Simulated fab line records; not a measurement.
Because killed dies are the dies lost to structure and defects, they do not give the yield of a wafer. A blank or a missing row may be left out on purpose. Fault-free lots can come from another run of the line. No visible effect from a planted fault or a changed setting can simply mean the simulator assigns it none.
Lot-split experiment    flow n5Finfet    39 wafers read from 7 lots, route of 1938 steps

ABOUT THE SPLIT
At N5_BEOL_M12_ETCH_68 (etches SOC in N2/H2, time 285 s), the setting timeS was moved away from the recipe's 285 s on 12 of the 39 wafers read, by -53.5% to +34.9%. The other wafers ran this setting at the recipe's value.

The reading comes from the split's own step.

THE READING
SiARC_of_BEOL_M12_COAT_66.thkNm (the simulator's own value, which no gauge read), in nm, at N5_BEOL_M12_ETCH_68 (etches SOC in N2/H2, time 285 s). No usual value for it is given in the file. Across the 27 wafers here that went through the recipe, the average is 85.9 nm and the standard deviation 0.59 nm.

wafer   tool, chamber at the split  timeS as run, s  against the recipe  SiARC_of_BEOL_M12_COAT_66.thkNm, nm  against lot-mates on the recipe
L077.1  rieDiel-02, 1               285              recipe              86.8                                 -
L077.2  rieDiel-02, 2,0,3           132.6            -53.5%              99                                   +12.7
L077.3  rieDiel-02, 2,0,3           132.6            -53.5%              99                                   +12.7
L077.4  rieDiel-02, 2,0,3           132.6            -53.5%              99                                   +12.7
L077.5  rieDiel-02, 3               285              recipe              86.4                                 -
L077.6  rieDiel-02, 0               285              recipe              85.8                                 -
L081.1  rieDiel-05, 1               384.6            +34.9%              76                                   -10.2
L081.2  rieDiel-05, 2               384.6            +34.9%              78                                   -8.2
L081.3  rieDiel-05, 3               285              recipe              86.2                                 -
L081.4  rieDiel-05, 0               285              recipe              85.8                                 -
L081.5  rieDiel-05, 3               285              recipe              86.6                                 -
L081.6  rieDiel-05, 2               384.6            +34.9%              77.6                                 -8.6
L082.1  rieDiel-02, 2               285              recipe              86.6                                 -
L082.2  rieDiel-02, 0               285              recipe              85.6                                 -
L082.3  rieDiel-02, 1               285              recipe              86.4                                 -
L082.6  rieDiel-02, 1               285              recipe              86.4                                 -
L082.4  rieDiel-02, 0               285              recipe              86                                   -
L082.5  rieDiel-02, 2               285              recipe              86.8                                 -
L083.1  rieDiel-06, 1               336.4            +18.0%              81.2                                 -4.1
L083.2  rieDiel-06, 3               285              recipe              85.4                                 -
L083.5  rieDiel-06, 3               285              recipe              85.4                                 -
L083.3  rieDiel-06, 2               336.4            +18.0%              80.2                                 -5.1
L083.4  rieDiel-06, 1               285              recipe              85.2                                 -
L083.6  rieDiel-06, 2               336.4            +18.0%              79.8                                 -5.5
L086.1  rieDiel-02, 2               285              recipe              86.4                                 -
L086.2  rieDiel-02, 0               193.7            -32.0%              93.4                                 +7.5
L086.3  rieDiel-02, 1               285              recipe              86.2                                 -
L086.4  rieDiel-02, 3               285              recipe              85                                   -
L086.5  rieDiel-02, 1               193.7            -32.0%              93.8                                 +7.9
L086.6  rieDiel-02, 2               193.7            -32.0%              94.4                                 +8.5
L088.2  rieDiel-06, 3               285              recipe              85.8                                 -
L088.3  rieDiel-06, 0               285              recipe              84.6                                 -
L088.5  rieDiel-06, 2               285              recipe              85                                   -
L095.1  rieDiel-06, 0               285              recipe              85.2                                 -
L095.2  rieDiel-06, 1               285              recipe              86.2                                 -
L095.3  rieDiel-06, 2               285              recipe              85.8                                 -
L095.4  rieDiel-06, 3,1             285              recipe              86.4                                 -
L095.5  rieDiel-06, 3,1             285              recipe              86.4                                 -
L095.6  rieDiel-06, 0               285              recipe              86                                   -
Where a row lists several chambers, the file gives one row for several wafers and doesn't say which wafer went through which chamber.

THE FIT
A straight line over all 39 wafers: SiARC_of_BEOL_M12_COAT_66.thkNm changes by -0.251 nm for each +1% of timeS; r = -0.99; the points scatter about the line by 0.66 nm.
The same after taking each lot's own level away (the mean of its wafers on the recipe; 39 wafers): -0.247 nm for each +1%; r = -0.99; scatter 0.52 nm.
That fit puts the effect of the largest move of timeS on the reading at 13 nm.
The span of the lots' own levels, 85.13 to 86.33 nm, comes to 2.0 times the standard deviation stated above.
The two slopes are in agreement: the lot-to-lot level therefore moves the slope only a little.
Check: for one of the wafers moved furthest among these (-53.5%), held out of the fit, the line's prediction against its lot-mates is +13.2 nm. Against them it came out at +12.7 nm.

FILE'S OWN FIT
SiARC_of_BEOL_M12_COAT_66.thkNm changes by -0.246 nm for each +1% of timeS, r = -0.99.
